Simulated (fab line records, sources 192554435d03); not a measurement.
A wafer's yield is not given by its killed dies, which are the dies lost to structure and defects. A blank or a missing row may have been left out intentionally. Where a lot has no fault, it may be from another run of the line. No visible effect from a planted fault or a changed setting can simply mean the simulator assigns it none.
fab line records	flow n5_finfet
record: lots: 7	wafers: 21
route steps=1938 shown BEOL_M7@1273 BEOL_M8@1350
start_h: hours from the record's first day to the start of the lot's first wafer shown	wait_h: how many hours have passed since the lot's step before this one	" repeats the value in the row above	L1.1+2: one row covering several wafers at once	- no value present, or no start provided	* or withheld: withheld	< > ~ a bound
route shown NAME@n: NAME is a module with steps in the file, n the number in the route of the first one	usual: average and standard deviation across the fault-free wafers	same: alike in all rows	chamber/n: place in a boat	sites: the reading at each site	_std_site: standard deviation across them	_edge_site: mean of outer sites minus mean of inner sites	radius_mm: how far each site lies from the wafer's centre	mask NAME#n: copy n	behind: the tool/chamber that last shaped the wafer	hold: why the lot went on hold/how many hours it stayed there/how the hold came to an end	device: which transistor (n, p or np) failed to switch	end of line: the tests these same wafers got at the end of their route	a step without rows: its recipe alone	killed: not the wafer's yield, but the dies lost to structure and defects at the first sort	map: shows each die of a wafer: x if killed, . if not, _ if none is there
set.NAME: the run value of the setting; set.NAME@STEP: its run value at that earlier step	model.NAME: the simulator's own value behind a step, which no gauge read
one table per step and one row per wafer, for lots whose settings were changed on purpose
== steps ==
step: N5_BEOL_M7_EXPOSE_08
recipe: mask_id: M7	na: 1.35	source_shape: dipole	sigma_inner: 0.817	sigma_outer: 0.97	polarization: te	dose_mj: 68.25
lot.wafer	tool	chamber	start_h	wait_h	mask	set.dose_mj
L080.2+4	arfi_scanner-02	0	249.99	-	M7#0	68.25
L080.3	"	0	"	"	M7#0	70.74
L085.3+6	arfi_scanner-02	0	266.25	-	M7#0	66.93
L085.5	"	0	"	"	M7#0	68.25
L088.2	arfi_scanner-01	0	276.64	-	M7#0	68.25
L088.3+5	"	0	"	"	M7#0	71.17
L089.3+4	arfi_scanner-02	0	281.45	-	M7#0	68.25
L089.6	"	0	"	"	M7#0	64.63
L091.2+5+6	arfi_scanner-02	0	284.91	-	M7#0	68.25
L090.1+5	arfi_scanner-02	0	287.10	-	M7#0	68.25
L090.4	"	0	"	"	M7#0	72.19
L095.1+4	arfi_scanner-01	0	334.95	-	M7#0	68.25
L095.2	"	0	"	"	M7#0	72.41
step: N5_BEOL_M7_PEB_09
recipe: peb_temp_c: withheld	peb_time_s: 60	resist: CAR-ArF
step: N5_BEOL_M7_DEVELOP_10
recipe: develop_time_s: 30	developer: TMAH	resist: CAR-ArF	rinse_liquid: diw	dry: air_spin	dev_temp_c: 23
step: N5_BEOL_M7_CD_MEAS_11
recipe: target_cd_nm: 38.5	landing_energy_ev: 500	detector: se_inlens	polarity: opening
usual: cd_nm: 38.4/0.49
lot.wafer	tool	chamber	start_h	wait_h	set.dose_mj@BEOL_M7_EXPOSE_08	cd_nm
L080.2	cd_sem-02	0	250.11	-	68.25	37.7
L080.3	"	0	"	"	70.74	40.7
L080.4	"	0	"	"	68.25	39.2
L085.3	cd_sem-03	0	266.37	-	66.93	37.8
L085.5	"	0	"	"	68.25	38.9
L085.6	"	0	"	"	66.93	38.8
L088.2	cd_sem-02	0	276.76	-	68.25	38.9
L088.3	"	0	"	"	71.17	41.0
L088.5	"	0	"	"	71.17	40.2
L089.3	cd_sem-03	0	281.57	-	68.25	38.2
L089.4	"	0	"	"	68.25	37.8
L089.6	"	0	"	"	64.63	35.6
L091.2	cd_sem-03	0	285.04	-	68.25	38.1
L091.5	"	0	"	"	68.25	37.8
L091.6	"	0	"	"	68.25	37.7
L090.1	cd_sem-01	0	287.23	-	68.25	38.8
L090.4	"	0	"	"	72.19	41.2
L090.5	"	0	"	"	68.25	39.1
L095.1	cd_sem-02	0	335.07	-	68.25	38.4
L095.2	"	0	"	"	72.41	41.2
L095.4	"	0	"	"	68.25	38.3
step: N5_BEOL_M7_DESCUM_16
recipe: chemistry: O2	time_s: 7.9	source_power_w: 50	bias_power_w: 20	pressure_mtorr: 20	rf_frequency_hz: 2.712e+07	temp_c: 40	resist: CAR-ArF	o2_flow_sccm: 225
step: N5_BEOL_M7_ETCH_61
recipe: chemistry: CF4	target: SiARC	target_depth_a: 455	mask_material: CAR-ArF	time_s: 75.8	ion_energy_ev: 80	pressure_mtorr: 40	source_w: 545	bias_w: 36	Ar_flow_sccm: 100	cf4_flow_sccm: 100	ends: cleared
lot.wafer	tool	chamber	start_h	wait_h	set.dose_mj@BEOL_M7_EXPOSE_08	model.BEOL_M7.cd_offset_nm
L080.2	rie_diel-05	3	250.25	0.0	68.25	-0.4
L080.3	"	0	"	"	70.74	1.8
L080.4	"	1	"	"	68.25	0.8
L085.3	rie_diel-06	3	266.49	0.0	66.93	-0.8
L085.5	"	0	"	"	68.25	0.6
L085.6	"	1	"	"	66.93	0.2
L088.2	rie_diel-06	0	276.89	0.0	68.25	0.2
L088.3+5	"	2,3	"	"	71.17	1.8
L089.3	rie_diel-06	2	281.69	0.0	68.25	-0.6
L089.4	"	1	"	"	68.25	-0.4
L089.6	"	2	"	"	64.63	-3.4
L091.2+5	rie_diel-04	1,0	285.18	0.0	68.25	-0.6
L091.6	"	3	"	"	68.25	-0.2
L090.1	rie_diel-06	1	287.88	0.0	68.25	0.2
L090.4	"	2	"	"	72.19	2.6
L090.5	"	1	"	"	68.25	0.4
L095.1	rie_diel-06	3	335.92	0.0	68.25	-0.2
L095.2	"	1	"	"	72.41	2.8
L095.4	"	0	"	"	68.25	0
step: N5_BEOL_M7_ETCH_62
recipe: chemistry: N2/H2	target: SOC	target_depth_a: 1100	overetch_a: 220	mask_material: SiARC	temp_c: 40	time_s: 165	ion_energy_ev: 200	pressure_mtorr: 30	source_w: 840	bias_w: 150	n2_flow_sccm: 200	h2_flow_sccm: 200
lot.wafer	tool	chamber	start_h	wait_h	set.dose_mj@BEOL_M7_EXPOSE_08	model.BEOL_M7.cd_offset_nm
L080.2	rie_diel-05	3	250.31	0.0	68.25	-0.6
L080.3	"	0	"	"	70.74	1.8
L080.4	"	1	"	"	68.25	0.8
L085.3	rie_diel-06	3	266.55	0.0	66.93	-0.6
L085.5	"	0	"	"	68.25	1.2
L085.6	"	1	"	"	66.93	0.6
L088.2	rie_diel-06	0	276.94	0.0	68.25	0.4
L088.3	"	2	"	"	71.17	1.8
L088.5	"	3	"	"	71.17	2
L089.3+4	rie_diel-06	2,1	281.74	0.0	68.25	-0.6
L089.6	"	2	"	"	64.63	-3.4
L091.2	rie_diel-04	1	285.23	0.0	68.25	-0.8
L091.5	"	0	"	"	68.25	-0.4
L091.6	"	3	"	"	68.25	-0.2
L090.1+5	rie_diel-06	1	287.94	0.0	68.25	0.2
L090.4	"	2	"	"	72.19	2.8
L095.1+4	rie_diel-06	3,0	335.97	0.0	68.25	0.2
L095.2	"	1	"	"	72.41	3
step: N5_BEOL_M7_STRIP_68
recipe: chemistry: N2/H2	temp_c: 40	n2_flow_sccm: 200	h2_flow_sccm: 200	rf_frequency_hz: 6e+07
step: N5_BEOL_M7_STRIP_67
recipe: chemistry: CF4	resist: SiARC	power_w: 300	bias_power_w: 75	pressure_mtorr: 50	cf4_flow_sccm: 150	rf_frequency_hz: 6e+07
step: N5_BEOL_M7_HM_OPEN_17
recipe: chemistry: Cl2/BCl3	target_depth_a: 200	overetch_a: 60	target: TiN	mask_material: SOC	ion_energy_ev: 150	pressure_mtorr: 10	icp_w: 1000	bias_w: 126	Cl2_flow_sccm: 53.25	bcl3_flow_sccm: 21.75	Ar_flow_sccm: 25
lot.wafer	tool	chamber	start_h	wait_h	set.target_thk_a@BEOL_M7_HM_DEP_02	model.etch.depth_nm
L080.2	rie_metal-03	0	250.49	0.0	200	20.43
L080.3	"	0	"	"	200	20.54
L080.4	"	1	"	"	216.6	22.23
L085.3	rie_metal-03	1	266.76	0.1	200	20.3
L085.5	"	1	"	"	200	20.31
L085.6	"	0	"	"	200	20.11
L088.2	rie_metal-01	0	277.13	0.0	208.3	20.81
L088.3	"	1	"	"	208.3	20.74
L088.5	"	1	"	"	200	19.94
L089.3	rie_metal-03	1	281.96	0.1	200	19.9
L089.4	"	0	"	"	178.6	18.24
L089.6	"	0	"	"	178.6	17.73
L091.2	rie_metal-02	0	285.42	0.0	200	20.05
L091.5	"	0	"	"	200	19.93
L091.6	"	1	"	"	200	20.08
L090.1	rie_metal-03	0	288.13	0.0	200	19.76
L090.4	"	1	"	"	225.4	22
L090.5	"	1	"	"	200	19.77
L095.1	rie_metal-01	0	336.16	0.0	200	20.06
L095.2	"	1	"	"	214.4	21.18
L095.4	"	0	"	"	214.4	21.23
step: N5_BEOL_M7_STRIP_19
recipe: chemistry: O2	power_w: 400	temp_c: 40	pressure_mtorr: 30	rf_frequency_hz: 6e+07	bias_power_w: 0	overash_fraction: 0.2	o2_flow_sccm: 225
step: N5_BEOL_M7_CD_MEAS_18
recipe: pitch_nm: 80	target_cd_nm: 40
usual: cd_nm: 39.9/0.58
lot.wafer	tool	chamber	start_h	wait_h	set.dose_mj@BEOL_M7_EXPOSE_08	cd_nm
L080.2	cd_sem-03	-	250.68	0.1	68.25	39.5
L080.3	"	-	"	"	70.74	41.8
L080.4	"	-	"	"	68.25	40.6
L085.3	cd_sem-03	-	266.92	0.1	66.93	39.4
L085.5	"	-	"	"	68.25	40.6
L085.6	"	-	"	"	66.93	40.5
L088.2	cd_sem-01	-	277.31	0.1	68.25	40.2
L088.3	"	-	"	"	71.17	42.0
L088.5	"	-	"	"	71.17	41.7
L089.3	cd_sem-01	-	282.15	0.1	68.25	39.7
L089.4	"	-	"	"	68.25	39.8
L089.6	"	-	"	"	64.63	37.0
L091.2	cd_sem-01	-	285.74	0.1	68.25	39.3
L091.5	"	-	"	"	68.25	39.5
L091.6	"	-	"	"	68.25	39.7
L090.1	cd_sem-01	-	288.32	0.0	68.25	40.3
L090.4	"	-	"	"	72.19	42.4
L090.5	"	-	"	"	68.25	40.3
L095.1	cd_sem-02	-	336.53	0.0	68.25	39.8
L095.2	"	-	"	"	72.41	42.9
L095.4	"	-	"	"	68.25	39.9
step: N5_BEOL_M7_COAT_63
recipe: resist: SOC	temp_c: 250	time_s: 60	spin_rpm: 1500	resist_thk_nm: 60
step: N5_BEOL_M7_COAT_64
recipe: resist: SiARC	temp_c: 220	time_s: 60	spin_rpm: 1500	resist_thk_nm: 12
step: N5_BEOL_M7_STRIP_76
recipe: chemistry: C4F6/O2	resist: SiARC	rf_frequency_hz: 6e+07
step: N5_BEOL_M7_STRIP_36
recipe: chemistry: N2/H2	power_w: 450	temp_c: 40	pressure_mtorr: 20	rf_frequency_hz: 6e+07	overash_fraction: 0.3	bias_power_w: 7	h2_frac: 0.5	n2_flow_sccm: 200	h2_flow_sccm: 200
step: N5_BEOL_M7_TRENCH_ETCH_37
recipe: chemistry: C4F6/O2	target_depth_a: 934.78	target: SiCOH_lowk	time_s: 31.2	ion_energy_ev: 250	pressure_mtorr: 30	source_w: 345	bias_w: 185	Ar_flow_sccm: 300	C4F6_flow_sccm: 10	O2_flow_sccm: 10
lot.wafer	tool	chamber	start_h	wait_h	set.target_thk_a@BEOL_M7_HM_DEP_02	model.TiN_of_BEOL_M7_HM_DEP_02.thk_nm
L080.2	rie_diel-05	1	-	-	200	17.8
L080.3	"	3	"	"	200	18
L080.4	"	0	"	"	216.6	19.6
L085.3+5	rie_diel-04	3,1	-	-	200	17.6
L085.6	"	0	"	"	200	17.4
L088.2	rie_diel-04	3	-	-	208.3	18.2
L088.3	"	1	"	"	208.3	18
L088.5	"	0	"	"	200	17.4
L089.3	rie_diel-06	2	-	-	200	17.2
L089.4	"	2	"	"	178.6	15.6
L089.6	"	1	"	"	178.6	15
L091.2+5+6	rie_diel-04	3,2,1	-	-	200	17.4
L090.1	rie_diel-04	2	-	-	200	17
L090.4	"	1	"	"	225.4	19.2
L090.5	"	2	"	"	200	17.2
L095.1	rie_diel-06	3	-	-	200	17.4
L095.2	"	0	"	"	214.4	18.4
L095.4	"	1	"	"	214.4	18.6
step: N5_BEOL_M7_ETCH_41
recipe: chemistry: CH3F/O2	target: SiCN	target_depth_a: 319	taper_deg: 2	time_s: 57.8	ion_energy_ev: 120	mask_material: TiN	pressure_mtorr: 30	source_w: 395	bias_w: 75	Ar_flow_sccm: 150	CH3F_flow_sccm: 30	O2_flow_sccm: 20
step: N5_BEOL_M7_STRIP_80
recipe: chemistry: N2/H2	time_s: 10	power_w: 450	temp_c: 40	pressure_mtorr: 20	rf_frequency_hz: 6e+07	bias_power_w: 7	n2_flow_sccm: 200	h2_flow_sccm: 200
step: N5_BEOL_M7_PRECLEAN_42
recipe: chemistry: residue_remover	time_s: 60	temp_c: 40
step: N5_BEOL_M7_SRD_43
recipe: time_s: 30	temp_c: 23	rinse_liquid: diw	dry: ipa_marangoni
step: N5_BEOL_M7_CD_MEAS_35
recipe: target_cd_nm: 40	polarity: opening
usual: cd_nm: 39.9/0.61
lot.wafer	tool	chamber	start_h	wait_h	set.dose_mj@BEOL_M7_EXPOSE_08	cd_nm
L080.2	cd_sem-01	-	252.46	0.0	68.25	39.6
L080.3	"	-	"	"	70.74	41.8
L080.4	"	-	"	"	68.25	40.5
L085.3	cd_sem-03	-	268.05	0.0	66.93	39.5
L085.5	"	-	"	"	68.25	40.5
L085.6	"	-	"	"	66.93	40.7
L088.2	cd_sem-03	-	278.45	0.0	68.25	40.4
L088.3	"	-	"	"	71.17	41.5
L088.5	"	-	"	"	71.17	41.9
L089.3	cd_sem-03	-	283.17	0.0	68.25	39.8
L089.4	"	-	"	"	68.25	39.5
L089.6	"	-	"	"	64.63	36.5
L091.2	cd_sem-01	-	286.76	0.0	68.25	39.8
L091.5	"	-	"	"	68.25	39.9
L091.6	"	-	"	"	68.25	39.8
L090.1	cd_sem-03	-	289.74	0.0	68.25	40.2
L090.4	"	-	"	"	72.19	42.8
L090.5	"	-	"	"	68.25	40.1
L095.1	cd_sem-01	-	338.88	0.0	68.25	39.9
L095.2	"	-	"	"	72.41	43.1
L095.4	"	-	"	"	68.25	40.2
step: N5_BEOL_M8_ETCH_62
recipe: chemistry: N2/H2	target: SOC	target_depth_a: 1100	overetch_a: 220	mask_material: SiARC	temp_c: 40	time_s: 165	ion_energy_ev: 200	pressure_mtorr: 30	source_w: 840	bias_w: 150	n2_flow_sccm: 200	h2_flow_sccm: 200
lot.wafer	tool	chamber	start_h	wait_h	set.time_s	model.SiARC_of_BEOL_M8_COAT_60.thk_nm
L080.2+4	rie_diel-02	2,3	258.29	0.0	165	28.6
L080.3	"	1	"	"	193	26.6
L085.3	rie_diel-02	0	275.89	0.0	165	28.2
L085.5	"	1	"	"	143.3	28.8
L085.6	"	2	"	"	165	28.4
L088.2	rie_diel-02	2	284.74	0.0	196.5	27.2
L088.3	"	0	"	"	165	28.2
L088.5	"	1	"	"	196.5	26.6
L089.3	rie_diel-03	3	289.25	0.0	165	28
L089.4	"	2	"	"	190.7	27.2
L089.6	"	0	"	"	165	28.2
L091.2	rie_diel-01	1	295.82	0.0	165	27.8
L091.5	"	0	"	"	165	28
L091.6	"	3	"	"	165	28.2
L090.1	rie_diel-02	1	296.09	0.0	165	27.8
L090.4	"	3	"	"	165	28.6
L090.5	"	0	"	"	165	28.4
L095.1	rie_diel-02	1	343.78	0.0	192.4	27
L095.2	"	2	"	"	192.4	27.6
L095.4	"	3	"	"	165	28.8
step: N5_BEOL_M8_STRIP_68
recipe: chemistry: N2/H2	temp_c: 40	n2_flow_sccm: 200	h2_flow_sccm: 200	rf_frequency_hz: 6e+07
step: N5_BEOL_M8_STRIP_67
recipe: chemistry: CF4	resist: SiARC	power_w: 300	bias_power_w: 75	pressure_mtorr: 50	cf4_flow_sccm: 150	rf_frequency_hz: 6e+07
step: N5_BEOL_M8_HM_OPEN_17
recipe: chemistry: Cl2/BCl3	target_depth_a: 200	overetch_a: 60	target: TiN	mask_material: SOC	ion_energy_ev: 150	pressure_mtorr: 10	icp_w: 1000	bias_w: 126	Cl2_flow_sccm: 53.25	bcl3_flow_sccm: 21.75	Ar_flow_sccm: 25
lot.wafer	tool	chamber	start_h	wait_h	set.time_s@BEOL_M8_ETCH_62	model.etch.depth_nm
L080.2	rie_metal-01	0	258.48	0.0	165	20
L080.3	"	0	"	"	193	17.31
L080.4	"	1	"	"	165	19.99
L085.3	rie_metal-01	0	276.11	0.1	165	19.95
L085.5	"	1	"	"	143.3	20.12
L085.6	"	0	"	"	165	20.07
L088.2	rie_metal-02	0	284.93	0.0	196.5	16.93
L088.3	"	0	"	"	165	19.9
L088.5	"	1	"	"	196.5	16.9
L089.3	rie_metal-01	1	289.47	0.1	165	20.17
L089.4	"	0	"	"	190.7	17.34
L089.6	"	1	"	"	165	19.72
L091.2	rie_metal-02	1	296.01	0.0	165	19.93
L091.5	"	0	"	"	165	19.94
L091.6	"	1	"	"	165	19.82
L090.1	rie_metal-03	1	296.28	0.0	165	19.63
L090.4	"	0	"	"	165	19.77
L090.5	"	0	"	"	165	19.93
L095.1	rie_metal-02	0	343.97	0.0	192.4	17.33
L095.2	"	1	"	"	192.4	17.5
L095.4	"	1	"	"	165	19.91
step: N5_BEOL_M8_EXPOSE_25
recipe: mask_id: V7	na: 0.33	source_shape: annular	sigma_inner: 0.4	sigma_outer: 0.8	polarization: unpolarized	target_cd_nm: 40	dose_mj: 42.5
lot.wafer	tool	chamber	start_h	wait_h	mask	set.dose_mj
L080.2	euv_scanner-02	0	258.85	-	V7#0	42.5
L080.3+4	"	0	"	"	V7#0	44.27
L085.3+5+6	euv_scanner-02	0	276.57	-	V7#0	42.5
L088.2+3	euv_scanner-02	0	285.83	-	V7#0	44.46
L088.5	"	0	"	"	V7#0	42.5
L089.3	euv_scanner-02	0	291.37	-	V7#0	42.5
L089.4+6	"	0	"	"	V7#0	39.33
L091.2+5+6	euv_scanner-02	0	296.40	-	V7#0	42.5
L090.1+5	euv_scanner-01	0	296.98	-	V7#0	42.5
L090.4	"	0	"	"	V7#0	44.54
L095.1+2+4	euv_scanner-01	0	344.66	-	V7#0	42.5
step: N5_BEOL_M8_PEB_26
recipe: peb_temp_c: 100	peb_time_s: 60	resist: CAR-EUV
step: N5_BEOL_M8_DEVELOP_27
recipe: develop_time_s: 30	developer: TMAH	resist: CAR-EUV	rinse_liquid: surfactant_rinse	dry: air_spin	dev_temp_c: 23
step: N5_BEOL_M8_CD_MEAS_28
recipe: target_cd_nm: 40	landing_energy_ev: 500	detector: se_inlens
usual: cd_nm: 39.96/0.2
lot.wafer	tool	chamber	start_h	wait_h	set.dose_mj@BEOL_M8_EXPOSE_25	cd_nm
L080.2	cd_sem-01	0	258.97	-	42.5	39.49
L080.3	"	0	"	"	44.27	40.81
L080.4	"	0	"	"	44.27	40.54
L085.3	cd_sem-02	0	276.70	-	42.5	39.52
L085.5	"	0	"	"	42.5	40.38
L085.6	"	0	"	"	42.5	40.03
L088.2	cd_sem-01	0	285.96	-	44.46	41.06
L088.3	"	0	"	"	44.46	40.73
L088.5	"	0	"	"	42.5	40.43
L089.3	cd_sem-02	0	291.49	-	42.5	39.72
L089.4	"	0	"	"	39.33	38.08
L089.6	"	0	"	"	39.33	38.29
L091.2	cd_sem-01	0	296.53	-	42.5	39.74
L091.5	"	0	"	"	42.5	39.71
L091.6	"	0	"	"	42.5	40.18
L090.1	cd_sem-01	0	297.11	-	42.5	39.83
L090.4	"	0	"	"	44.54	41.01
L090.5	"	0	"	"	42.5	39.31
L095.1	cd_sem-03	0	344.80	-	42.5	40.34
L095.2	"	0	"	"	42.5	39.83
L095.4	"	0	"	"	42.5	39.81
step: N5_BEOL_M8_DESCUM_33
recipe: chemistry: O2	time_s: 7	source_power_w: 50	bias_power_w: 20	pressure_mtorr: 20	rf_frequency_hz: 2.712e+07	temp_c: 40	resist: CAR-EUV	o2_flow_sccm: 225
lot.wafer	tool	chamber	start_h	wait_h	set.dose_mj@BEOL_M8_EXPOSE_25	model.BEOL_M8.cd_nm
L080.2	rie_diel-02	2	259.09	0.0	42.5	39.8
L080.3	"	3	"	"	44.27	41
L080.4	"	0	"	"	44.27	40.6
L085.3+5	rie_diel-02	2,1	276.87	0.1	42.5	40
L085.6	"	2	"	"	42.5	39.8
L088.2+3	rie_diel-03	0,3	286.08	0.0	44.46	41
L088.5	"	3	"	"	42.5	40.2
L089.3	rie_diel-01	3	291.98	0.4	42.5	40
L089.4+6	"	2,3	"	"	39.33	38.2
L091.2+5+6	rie_diel-03	1,3,2	296.65	0.0	42.5	39.8
L090.1	rie_diel-01	0	297.23	0.0	42.5	39.8
L090.4	"	2	"	"	44.54	40.8
L090.5	"	0	"	"	42.5	39.6
L095.1+2	rie_diel-03	2,0	344.92	0.0	42.5	40
L095.4	"	3	"	"	42.5	39.8
step: N5_BEOL_M8_ETCH_72
recipe: chemistry: N2/H2	target: underlayer	target_depth_a: 65	mask_material: CAR-EUV	time_s: 5.2	ion_energy_ev: 200	pressure_mtorr: 30	source_w: 840	bias_w: 150	n2_flow_sccm: 200	h2_flow_sccm: 200	ends: cleared
lot.wafer	tool	chamber	start_h	wait_h	set.dose_mj@BEOL_M8_EXPOSE_25	model.BEOL_M8.cd_nm
L080.2	rie_diel-02	2	259.13	0.0	42.5	39.8
L080.3	"	3	"	"	44.27	41
L080.4	"	0	"	"	44.27	40.6
L085.3+5	rie_diel-02	2,1	276.90	0.0	42.5	40
L085.6	"	2	"	"	42.5	39.8
L088.2	rie_diel-03	0	286.12	0.0	44.46	40.8
L088.3	"	3	"	"	44.46	41
L088.5	"	3	"	"	42.5	40.2
L089.3	rie_diel-01	3	292.01	0.0	42.5	40
L089.4+6	"	2,3	"	"	39.33	38.2
L091.2+5	rie_diel-03	1,3	296.69	0.0	42.5	39.8
L091.6	"	2	"	"	42.5	40
L090.1	rie_diel-01	0	297.27	0.0	42.5	39.8
L090.4	"	2	"	"	44.54	40.8
L090.5	"	0	"	"	42.5	39.6
L095.1+4	rie_diel-03	2,3	344.95	0.0	42.5	39.8
L095.2	"	0	"	"	42.5	40
step: N5_BEOL_M8_ETCH_65
recipe: chemistry: CF4	target: SiARC	target_depth_a: 156	mask_material: CAR-EUV	time_s: 26	ion_energy_ev: 80	pressure_mtorr: 40	source_w: 545	bias_w: 36	Ar_flow_sccm: 100	cf4_flow_sccm: 100	ends: cleared
step: N5_BEOL_M8_ETCH_66
recipe: chemistry: N2/H2	target: SOC	target_depth_a: 800	overetch_a: 160	mask_material: SiARC	temp_c: 40	time_s: 120	ion_energy_ev: 200	pressure_mtorr: 30	source_w: 840	bias_w: 150	n2_flow_sccm: 200	h2_flow_sccm: 200
lot.wafer	tool	chamber	start_h	wait_h	set.dose_mj@BEOL_M8_EXPOSE_25	model.BEOL_M8.cd_nm
L080.2	rie_diel-02	2	259.17	0.0	42.5	39.6
L080.3	"	3	"	"	44.27	41
L080.4	"	0	"	"	44.27	40.6
L085.3+5	rie_diel-02	2,1	276.95	0.0	42.5	40
L085.6	"	2	"	"	42.5	39.8
L088.2	rie_diel-03	0	286.16	0.0	44.46	41
L088.3	"	3	"	"	44.46	41.2
L088.5	"	3	"	"	42.5	40.2
L089.3	rie_diel-01	3	292.06	0.0	42.5	39.6
L089.4	"	2	"	"	39.33	38
L089.6	"	3	"	"	39.33	37.8
L091.2+6	rie_diel-03	1,2	296.73	0.0	42.5	39.8
L091.5	"	3	"	"	42.5	40
L090.1	rie_diel-01	0	297.31	0.0	42.5	39.4
L090.4	"	2	"	"	44.54	41
L090.5	"	0	"	"	42.5	39.6
L095.1	rie_diel-03	2	345.00	0.0	42.5	39.6
L095.2	"	0	"	"	42.5	40.2
L095.4	"	3	"	"	42.5	40
== key ==
split: step: N5_BEOL_M7_EXPOSE_08	setting: dose_mj	stated: 68.25	by: wafer
response: step: N5_BEOL_M7_CD_MEAS_11	reading: cd_nm	change: +0.445	per: 1%	r: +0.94
response: step: N5_BEOL_M7_ETCH_61	reading: model.BEOL_M7.cd_offset_nm	change: +0.454	per: 1%	r: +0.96
response: step: N5_BEOL_M7_ETCH_62	reading: model.BEOL_M7.cd_offset_nm	change: +0.462	per: 1%	r: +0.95
response: step: N5_BEOL_M7_CD_MEAS_18	reading: cd_nm	change: +0.447	per: 1%	r: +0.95
response: step: N5_BEOL_M7_CD_MEAS_35	reading: cd_nm	change: +0.469	per: 1%	r: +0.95
split: step: N5_BEOL_M8_ETCH_62	setting: time_s	stated: 165	by: wafer
response: step: N5_BEOL_M8_ETCH_62	reading: model.SiARC_of_BEOL_M8_COAT_60.thk_nm	change: -0.0776	per: 1%	r: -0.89
response: step: N5_BEOL_M8_HM_OPEN_17	reading: model.etch.depth_nm	shape: bent	at_lowest: 20.12	at_stated: 19.91	at_highest: 16.91
split: step: N5_BEOL_M8_EXPOSE_25	setting: dose_mj	stated: 42.5	by: wafer
response: step: N5_BEOL_M8_CD_MEAS_28	reading: cd_nm	change: +0.217	per: 1%	r: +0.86
response: step: N5_BEOL_M8_DESCUM_33	reading: model.BEOL_M8.cd_nm	change: +0.226	per: 1%	r: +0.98
response: step: N5_BEOL_M8_ETCH_72	reading: model.BEOL_M8.cd_nm	change: +0.223	per: 1%	r: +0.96
response: step: N5_BEOL_M8_ETCH_66	reading: model.BEOL_M8.cd_nm	change: +0.247	per: 1%	r: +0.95
split outside_this_file step=N5_BEOL_M7_HM_DEP_02 setting=target_thk_a
split outside_this_file: this setting was split too, and the file shows its column; the key of that split is in another file
